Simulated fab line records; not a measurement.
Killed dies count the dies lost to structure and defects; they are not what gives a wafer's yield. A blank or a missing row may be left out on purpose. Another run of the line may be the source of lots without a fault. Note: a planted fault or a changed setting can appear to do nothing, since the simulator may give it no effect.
Matching of chambers :: flow nand harc :: 4 sister chambers for NHARC_A_WL_FILL_CMP_12 on cmp-02
The step polishes, t overpolish 30 s, target thk 75 nm. 14 wafers are shown with their chamber, then 7 later ones without.

== WAFERS WITH THEIR CHAMBER ==
wafer: L074.1
chamber: 0
motor current A (A): 12.5
time to endpoint s (s): 12.6
overpolish run s (s): 29.990

wafer: L074.3
chamber: 3
motor current A (A): 9.8
time to endpoint s (s): 12.5
overpolish run s (s): 29.999

wafer: L074.6
chamber: 3
motor current A (A): 8.9
time to endpoint s (s): 11.3
overpolish run s (s): 29.991

wafer: L076.1
chamber: 0
motor current A (A): 12.8
time to endpoint s (s): 11.1
overpolish run s (s): 29.994

wafer: L076.4
chamber: 2
motor current A (A): 13.8
time to endpoint s (s): 14.0
overpolish run s (s): 30.009

wafer: L076.5
chamber: 1
motor current A (A): 13.0
time to endpoint s (s): 17.4
overpolish run s (s): 29.992

wafer: L087.1
chamber: 0
motor current A (A): 13.3
time to endpoint s (s): 13.4
overpolish run s (s): 30.003

wafer: L087.2
chamber: 3
motor current A (A): 10.0
time to endpoint s (s): 15.4
overpolish run s (s): 29.991

wafer: L087.6
chamber: 3
motor current A (A): 9.8
time to endpoint s (s): 17.0
overpolish run s (s): 30.011

wafer: L086.1
chamber: 3
motor current A (A): 9.5
time to endpoint s (s): 14.7
overpolish run s (s): 29.995

wafer: L086.4
chamber: 2
motor current A (A): 13.7
time to endpoint s (s): 13.4
overpolish run s (s): 29.978

wafer: L086.6
chamber: 3
motor current A (A): 10.3
time to endpoint s (s): 16.5
overpolish run s (s): 30.006

wafer: L090.1
chamber: 3
motor current A (A): 9.4
time to endpoint s (s): 12.4
overpolish run s (s): 29.998

wafer: L090.2
chamber: 1
motor current A (A): 12.7
time to endpoint s (s): 16.1
overpolish run s (s): 30.004

SIGNATURES, as means of the wafers listed above
reading: motor current A
chamber 0: 12.867
chamber 1: 12.850
chamber 2: 13.750
chamber 3: 9.671
scatter within a chamber: 0.401

reading: time to endpoint s
chamber 0: 12.367
chamber 1: 16.750
chamber 2: 13.700
chamber 3: 14.257
scatter within a chamber: 1.82

reading: overpolish run s
chamber 0: 29.99567
chamber 1: 29.99800
chamber 2: 29.99350
chamber 3: 29.99871
scatter within a chamber: 0.00989
Rule: a wafer lies at a distance from a chamber equal to the root of the sum of squares, over the readings, of (its reading less the chamber's mean, divided by the reading's scatter). If the next closest chamber is less than 2 further off than the closest, the wafer can't be placed; otherwise it belongs to the closest. The scatter: take each reading less its chamber's mean, square it, sum over the shown wafers, divide by the number of wafers less the number of chambers, and take the root.

== WAFERS WITH NO CHAMBER GIVEN ==
wafer: L090.4
motor current A (A): 12.7
time to endpoint s (s): 12.2
overpolish run s (s): 29.986

wafer: L092.1
motor current A (A): 9.8
time to endpoint s (s): 13.3
overpolish run s (s): 30.001

wafer: L092.5
motor current A (A): 12.8
time to endpoint s (s): 17.6
overpolish run s (s): 30.019

wafer: L092.6
motor current A (A): 14.1
time to endpoint s (s): 12.9
overpolish run s (s): 30.001

wafer: L097.1
motor current A (A): 14.2
time to endpoint s (s): 10.8
overpolish run s (s): 29.990

wafer: L097.3
motor current A (A): 12.5
time to endpoint s (s): 18.6
overpolish run s (s): 29.993

wafer: L097.6
motor current A (A): 13.3
time to endpoint s (s): 13.2
overpolish run s (s): 29.991

== EACH ONE'S CHAMBER ==
wafer: L090.4
from the rows above: can't be placed: 0 or 1 or 2
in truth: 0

wafer: L092.1
from the rows above: 3
in truth: 3

wafer: L092.5
from the rows above: can't be placed: 1 or 0 or 2
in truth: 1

wafer: L092.6
from the rows above: can't be placed: 2 or 0
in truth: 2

wafer: L097.1
from the rows above: can't be placed: 2 or 0
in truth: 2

wafer: L097.3
from the rows above: 1
in truth: 1

wafer: L097.6
from the rows above: can't be placed: 2 or 0 or 1
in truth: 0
Correctly placed: 2 of 7. From these rows, 5 cannot be placed; in 5 the true chamber is one of the candidates. 0 placed wrongly.
